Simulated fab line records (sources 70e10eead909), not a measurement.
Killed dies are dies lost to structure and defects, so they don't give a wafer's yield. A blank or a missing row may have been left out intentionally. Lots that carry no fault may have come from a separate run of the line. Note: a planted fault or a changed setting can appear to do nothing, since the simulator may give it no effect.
The tool behind it: which one?    flow nand_harc    24 lots, 72 wafers sampled, at 6 steps of a route of 1302

## WHAT EACH GAUGE READ, for each wafer
NHARC_A_SGD_CUT_THK_MEAS_22: measures by ellipsometry.
lot   measured      on             thk_nm (nm)
L074  day 20 01:46  film_metro-01  149.3 148.1 149.0
L075  day 20 01:37  film_metro-02  148.9 146.4 146.9
L076  day 20 01:40  film_metro-01  148.0 148.4 150.0
L077  day 20 10:28  film_metro-01  149.2 149.8 150.5
L078  day 20 10:27  film_metro-02  148.0 149.0 147.6
L079  day 21 22:14  film_metro-01  149.3 147.9 149.8
L081  day 21 22:14  film_metro-01  149.4 149.0 149.1
L080  day 21 22:14  film_metro-02  148.9 147.9 151.7
L082  day 23 16:26  film_metro-01  149.3 149.2 147.1
L084  day 23 16:27  film_metro-02  147.8 149.7 149.6
L083  day 23 16:26  film_metro-02  149.7 145.3 147.8
L085  day 24 04:18  film_metro-02  147.3 148.3 147.8
L086  day 24 13:41  film_metro-02  148.6 150.5 148.8
L087  day 25 03:47  film_metro-01  147.6 147.7 146.2
L089  day 25 16:01  film_metro-02  146.4 145.4 147.0
L088  day 25 16:01  film_metro-01  147.6 147.6 146.9
L091  day 26 23:54  film_metro-02  148.2 150.1 148.4
L090  day 26 23:46  film_metro-02  150.6 150.1 148.4
L092  day 26 23:45  film_metro-01  149.5 147.4 148.6
L094  day 27 21:28  film_metro-01  149.2 148.2 151.4
L095  day 27 21:29  film_metro-02  148.6 146.6 148.2
L093  day 28 02:08  film_metro-01  146.9 149.3 148.6
L096  day 28 18:28  film_metro-01  147.8 146.5 148.2
L097  day 29 11:43  film_metro-01  150.4 149.1 149.7

## WHICH TOOL RAN EACH LOT (tool, then ch and the chambers of the sampled wafers, then the start)
lot   NHARC_A_STAIRCASE_ETCH_315                     NHARC_A_STAIRCASE_ALD_420         NHARC_A_STAIRCASE_DEP_471        NHARC_A_SGD_CUT_DESCUM_14           NHARC_A_SGD_CUT_ETCH_15
L074  rie_diel-05 ch 0,1,3, day 17 21:07 or earlier  ald_hk-02 ch 0,1,3, day 17 21:07  pecvd-02 ch 0,2, day 19 16:57    rie_diel-06 ch 1,2, day 19 18:24    rie_diel-06 ch 0,3, day 20 01:46 or earlier
L075  rie_diel-05 ch 1,2, day 18 03:13 or earlier    ald_hk-01 ch 1,3, day 18 03:13    pecvd-04 ch 0,1,2, day 19 17:08  rie_diel-11 ch 1,2,3, day 19 18:45  rie_diel-11 ch 1,2,3, day 20 01:37 or earlier
L076  rie_diel-13 ch 2,3, day 18 06:17 or earlier    ald_hk-01 ch 0,2,3, day 18 06:17  pecvd-03 ch 0,2, day 19 17:09    rie_diel-09 ch 2,3, day 19 18:43    rie_diel-09 ch 0,3, day 20 01:40 or earlier
L077  rie_diel-01 ch 2,3, day 18 10:33 or earlier    ald_hk-03 ch 2,3, day 18 10:33    pecvd-02 ch 1,2, day 20 02:30    rie_diel-09 ch 0,3, day 20 04:08    rie_diel-09 ch 0,3, day 20 10:28 or earlier
L078  rie_diel-01 ch 0,2,3, day 18 13:32 or earlier  ald_hk-01 ch 1,2, day 18 13:32    pecvd-03 ch 0,2, day 20 04:01    rie_diel-06 ch 1,2,3, day 20 05:41  rie_diel-06 ch 1,2,3, day 20 10:27 or earlier
L079  rie_diel-05 ch 0,2,3, day 19 21:18 or earlier  ald_hk-01 ch 0,2,3, day 19 21:18  pecvd-02 ch 0,1,2, day 21 14:36  rie_diel-06 ch 0,2,3, day 21 16:16  rie_diel-06 ch 0,3, day 21 22:14 or earlier
L081  rie_diel-01 ch 1,2,3, day 20 01:29 or earlier  ald_hk-03 ch 0,1,2, day 20 01:29  pecvd-04 ch 1,2, day 21 17:18    rie_diel-11 ch 0,1,2, day 21 18:47  rie_diel-11 ch 0,2,3, day 21 22:14 or earlier
L080  rie_diel-01 ch 1,2, day 20 01:38 or earlier    ald_hk-02 ch 0,2,3, day 20 01:38  pecvd-04 ch 1,2, day 21 14:28    rie_diel-11 ch 0,3, day 21 16:04    rie_diel-11 ch 0,2,3, day 21 22:14 or earlier
L082  rie_diel-13 ch 0,1,3, day 21 13:55 or earlier  ald_hk-02 ch 0,1,2, day 21 13:55  pecvd-04 ch 0,1, day 23 07:55    rie_diel-09 ch 1,2,3, day 23 09:23  rie_diel-09 ch 1,2,3, day 23 16:26 or earlier
L084  rie_diel-05 ch 1,2,3, day 21 13:57 or earlier  ald_hk-01 ch 1,3, day 21 13:57    pecvd-03 ch 0,1,2, day 23 08:24  rie_diel-06 ch 0,2, day 23 09:58    rie_diel-06 ch 1,3, day 23 16:27 or earlier
L083  rie_diel-05 ch 1,2,3, day 21 17:00 or earlier  ald_hk-02 ch 0,1,2, day 21 17:00  pecvd-03 ch 0,1,2, day 23 09:07  rie_diel-11 ch 0,1,2, day 23 10:42  rie_diel-11 ch 1,2,3, day 23 16:26 or earlier
L085  rie_diel-05 ch 1,3, day 22 00:07 or earlier    ald_hk-03 ch 0,3, day 22 00:07    pecvd-02 ch 0,1,2, day 23 20:41  rie_diel-11 ch 1,2,3, day 23 22:17  rie_diel-11 ch 0,2,3, day 24 04:18 or earlier
L086  rie_diel-05 ch 1,2,3, day 22 06:37 or earlier  ald_hk-02 ch 0,1,3, day 22 06:37  pecvd-02 ch 1,2, day 24 03:49    rie_diel-06 ch 1,3, day 24 05:25    rie_diel-06 ch 1,2,3, day 24 13:41 or earlier
L087  rie_diel-01 ch 1,2, day 23 02:13 or earlier    ald_hk-01 ch 0,1, day 23 02:13    pecvd-03 ch 0,1, day 24 20:04    rie_diel-11 ch 1,3, day 24 21:30    rie_diel-11 ch 2,3, day 25 03:47 or earlier
L089  rie_diel-01 ch 0,1,3, day 23 12:01 or earlier  ald_hk-01 ch 1,2,3, day 23 12:01  pecvd-04 ch 0,2, day 25 07:59    rie_diel-11 ch 2,3, day 25 09:41    rie_diel-11 ch 0,3, day 25 16:01 or earlier
L088  rie_diel-01 ch 1,3, day 23 12:29 or earlier    ald_hk-01 ch 0,3, day 23 12:29    pecvd-02 ch 0,1, day 25 07:53    rie_diel-06 ch 0,1,2, day 25 09:31  rie_diel-06 ch 1,3, day 25 16:01 or earlier
L091  rie_diel-05 ch 0,1, day 24 23:58 or earlier    ald_hk-02 ch 0,3, day 24 23:58    pecvd-02 ch 0,1,2, day 26 17:32  rie_diel-11 ch 0,2,3, day 26 19:07  rie_diel-11 ch 1,3, day 26 23:54 or earlier
L090  rie_diel-13 ch 1,2, day 25 03:53 or earlier    ald_hk-01 ch 1,2,3, day 25 03:53  pecvd-03 ch 1,2, day 26 15:55    rie_diel-06 ch 1,2,3, day 26 17:23  rie_diel-06 ch 1,2,3, day 26 23:46 or earlier
L092  rie_diel-05 ch 0,1,3, day 25 03:34 or earlier  ald_hk-02 ch 0,1,2, day 25 03:34  pecvd-04 ch 0,1,2, day 26 16:53  rie_diel-06 ch 0,2,3, day 26 18:26  rie_diel-06 ch 1,2,3, day 26 23:45 or earlier
L094  rie_diel-13 ch 0,1,3, day 25 17:48 or earlier  ald_hk-03 ch 0,2, day 25 17:48    pecvd-03 ch 0,1,2, day 27 09:59  rie_diel-09 ch 1,3, day 27 11:41    rie_diel-09 ch 0,2,3, day 27 21:28 or earlier
L095  rie_diel-01 ch 0,1, day 25 18:26 or earlier    ald_hk-01 ch 1,2, day 25 18:26    pecvd-02 ch 0,1,2, day 27 10:07  rie_diel-11 ch 0,1, day 27 11:58    rie_diel-11 ch 0,1,2, day 27 21:29 or earlier
L093  rie_diel-05 ch 0,1,3, day 26 00:29 or earlier  ald_hk-02 ch 0,1,2, day 26 00:29  pecvd-02 ch 1,2, day 27 18:32    rie_diel-11 ch 1,2, day 27 20:07    rie_diel-11 ch 0,1,3, day 28 02:08 or earlier
L096  rie_diel-01 ch 1,2,3, day 26 16:20 or earlier  ald_hk-01 ch 0,1,3, day 26 16:20  pecvd-02 ch 1,2, day 28 10:35    rie_diel-11 ch 1,2,3, day 28 12:04  rie_diel-11 ch 1,2,3, day 28 18:28 or earlier
L097  rie_diel-13 ch 0,1,2, day 27 08:05 or earlier  ald_hk-02 ch 1,2,3, day 27 08:05  pecvd-04 ch 1,2, day 29 01:43    rie_diel-11 ch 0,1,3, day 29 03:14  rie_diel-11 ch 0,3, day 29 11:43 or earlier
- NHARC_A_STAIRCASE_ETCH_315: etches the open film in C4F8/O2/Ar, target depth 2500 nm, time 607.1 s.
- NHARC_A_STAIRCASE_ALD_420: deposits SiO2, target thk 20 nm, pulse time 6 s, ald cycles 200.
- NHARC_A_STAIRCASE_DEP_471: deposits SiO2, target thk 100 nm.
- NHARC_A_SGD_CUT_DESCUM_14: chemistry O2, time 3 s.
- NHARC_A_SGD_CUT_ETCH_15: etches the open film in CH3F/O2, target depth 75 nm, time 64.3 s.

## WHAT THE TOOLS THEMSELVES READ (means of the sampled wafers that have a number; where no wafer has one, the mark that the record gives instead)
NHARC_A_STAIRCASE_ETCH_315.
lot   tool         oes_product_au (a.u.)  rf_vpp_V (V)
L074  rie_diel-05  0.943                  1831
L075  rie_diel-05  0.927                  1813
L076  rie_diel-13  0.939                  1822
L077  rie_diel-01  0.938                  1831
L078  rie_diel-01  0.940                  1831
L079  rie_diel-05  0.934                  1829
L081  rie_diel-01  0.944                  1836
L080  rie_diel-01  0.935                  1842
L082  rie_diel-13  0.920                  1817
L084  rie_diel-05  0.931                  1819
L083  rie_diel-05  0.934                  1819
L085  rie_diel-05  0.939                  1820
L086  rie_diel-05  0.928                  1818
L087  rie_diel-01  0.941                  1841
L089  rie_diel-01  0.926                  1830
L088  rie_diel-01  0.922                  1828
L091  rie_diel-05  0.933                  1823
L090  rie_diel-13  0.935                  1818
L092  rie_diel-05  0.936                  1828
L094  rie_diel-13  0.933                  1814
L095  rie_diel-01  0.936                  1836
L093  rie_diel-05  0.953                  1830
L096  rie_diel-01  0.930                  1834
L097  rie_diel-13  0.934                  1816

NHARC_A_STAIRCASE_ALD_420.
lot   tool       heater_power_w (W)  precursor_pulse_height_rel
L074  ald_hk-02  467                 1.001
L075  ald_hk-01  417                 1.013
L076  ald_hk-01  477                 0.997
L077  ald_hk-03  595                 0.979
L078  ald_hk-01  546                 1.015
L079  ald_hk-01  472                 1.014
L081  ald_hk-03  511                 1.012
L080  ald_hk-02  474                 1.004
L082  ald_hk-02  463                 0.998
L084  ald_hk-01  428                 1.006
L083  ald_hk-02  462                 1.003
L085  ald_hk-03  448                 0.992
L086  ald_hk-02  468                 0.992
L087  ald_hk-01  430                 0.983
L089  ald_hk-01  483                 0.999
L088  ald_hk-01  420                 0.987
L091  ald_hk-02  473                 0.987
L090  ald_hk-01  491                 1.003
L092  ald_hk-02  450                 0.988
L094  ald_hk-03  479                 0.999
L095  ald_hk-01  492                 0.979
L093  ald_hk-02  465                 1.008
L096  ald_hk-01  437                 0.980
L097  ald_hk-02  438                 1.010

NHARC_A_STAIRCASE_DEP_471.
lot   tool      heater_power_w (W)  throttle_valve_pct (%)
L074  pecvd-02  754                 15.8
L075  pecvd-04  651                 16.1
L076  pecvd-03  460                 15.9
L077  pecvd-02  733                 15.3
L078  pecvd-03  419                 16.2
L079  pecvd-02  680                 15.9
L081  pecvd-04  593                 15.8
L080  pecvd-04  666                 15.7
L082  pecvd-04  657                 15.9
L084  pecvd-03  468                 16.1
L083  pecvd-03  495                 16.3
L085  pecvd-02  739                 15.9
L086  pecvd-02  695                 15.7
L087  pecvd-03  496                 16.1
L089  pecvd-04  671                 15.9
L088  pecvd-02  660                 16.5
L091  pecvd-02  640                 15.6
L090  pecvd-03  505                 16.1
L092  pecvd-04  639                 16.0
L094  pecvd-03  509                 16.1
L095  pecvd-02  642                 15.6
L093  pecvd-02  658                 15.5
L096  pecvd-02  629                 15.3
L097  pecvd-04  647                 15.6

NHARC_A_SGD_CUT_DESCUM_14.
lot   tool         drypump_motor_current_A (A)  oes_product_au (a.u.)  rf_vpp_V (V)  showerhead_plenum_p_Torr (Torr)  throttle_valve_pct (%)
L074  rie_diel-06  5.5                          0.988                  58.1          1.86                             11.311
L075  rie_diel-11  5.9                          1.003                  58.5          1.87                             11.314
L076  rie_diel-09  5.3                          1.000                  58.2          1.93                             11.313
L077  rie_diel-09  5.4                          1.005                  57.2          1.91                             11.312
L078  rie_diel-06  5.5                          0.994                  57.1          1.82                             11.302
L079  rie_diel-06  5.4                          0.997                  57.8          1.84                             11.316
L081  rie_diel-11  6.0                          0.997                  58.3          1.91                             11.308
L080  rie_diel-11  6.5                          1.006                  58.9          2.01                             11.309
L082  rie_diel-09  5.3                          1.001                  57.4          1.91                             11.302
L084  rie_diel-06  5.5                          1.004                  57.6          1.89                             11.316
L083  rie_diel-11  6.0                          1.011                  57.8          1.91                             11.317
L085  rie_diel-11  5.9                          1.008                  58.1          1.87                             11.308
L086  rie_diel-06  5.4                          0.994                  58.2          1.77                             11.306
L087  rie_diel-11  6.1                          0.999                  57.7          1.85                             11.307
L089  rie_diel-11  5.8                          1.005                  57.8          1.89                             11.305
L088  rie_diel-06  5.4                          1.007                  57.3          1.84                             11.308
L091  rie_diel-11  6.2                          1.005                  57.9          1.94                             11.297
L090  rie_diel-06  5.5                          1.005                  56.9          1.81                             11.312
L092  rie_diel-06  5.4                          1.007                  57.8          1.84                             11.316
L094  rie_diel-09  5.6                          1.001                  57.7          1.86                             11.306
L095  rie_diel-11  6.1                          0.998                  58.5          1.89                             11.310
L093  rie_diel-11  5.6                          1.004                  57.7          1.85                             11.309
L096  rie_diel-11  5.9                          0.993                  58.2          1.87                             11.299
L097  rie_diel-11  6.3                          0.995                  58.5          1.93                             11.301

NHARC_A_SGD_CUT_ETCH_15.
lot   tool         drypump_motor_current_A (A)  oes_product_au (a.u.)  rf_vpp_V (V)  showerhead_plenum_p_Torr (Torr)  throttle_valve_pct (%)
L074  rie_diel-06  5.3                          0.970                  262.4         2.34                             20.665
L075  rie_diel-11  5.9                          0.971                  263.0         2.41                             20.658
L076  rie_diel-09  5.2                          0.927                  264.9         2.52                             20.660
L077  rie_diel-09  5.1                          0.966                  264.1         2.51                             20.660
L078  rie_diel-06  5.5                          0.956                  262.7         2.34                             20.662
L079  rie_diel-06  5.3                          0.972                  262.5         2.34                             20.658
L081  rie_diel-11  6.2                          0.965                  264.3         2.50                             20.664
L080  rie_diel-11  6.2                          0.943                  263.8         2.50                             20.658
L082  rie_diel-09  5.2                          0.944                  263.8         2.45                             20.666
L084  rie_diel-06  5.5                          0.966                  261.7         2.28                             20.658
L083  rie_diel-11  5.9                          0.936                  262.0         2.40                             20.660
L085  rie_diel-11  6.2                          0.977                  264.3         2.50                             20.659
L086  rie_diel-06  5.5                          0.975                  261.5         2.34                             20.657
L087  rie_diel-11  5.8                          0.966                  263.6         2.43                             20.663
L089  rie_diel-11  6.5                          0.964                  264.9         2.51                             20.668
L088  rie_diel-06  5.5                          0.968                  261.4         2.28                             20.663
L091  rie_diel-11  6.0                          0.960                  262.8         2.38                             20.665
L090  rie_diel-06  5.5                          0.921                  261.8         2.34                             20.666
L092  rie_diel-06  5.5                          0.972                  261.9         2.34                             20.669
L094  rie_diel-09  5.1                          0.957                  264.5         2.53                             20.654
L095  rie_diel-11  6.0                          0.964                  263.0         2.46                             20.661
L093  rie_diel-11  6.3                          0.928                  264.1         2.47                             20.658
L096  rie_diel-11  5.9                          0.967                  262.4         2.40                             20.669
L097  rie_diel-11  6.5                          0.968                  264.5         2.51                             20.656

## THE ANSWER, worked out from the rows above alone
Rule: usual is defined by the lots themselves. The widest of any qualifying gaps counts: lots, ordered by their means at a reading, are off when they make up no more than a third of the lots, leave a main group of 4 or more, and stand apart from it by 3 or more times the standard deviation of that group's means. A main group is skipped when, at the precision printed for the reading in the tables above, its means are all equal. A lot without any number at a reading at which 4 lots or more have one is off too. All remaining lots with rows at the step are treated as sound. First the gauges in route order, then the tools' own readings, where a lot's mean is used as printed above. The first step at which some lot is off is used, and at that step the reading that is off furthest; a lot without a number counts as furthest.
Nothing can be told from this: no lot is off at any reading shown.

## WHAT HAD BEEN PUT IN BY THE SIMULATOR
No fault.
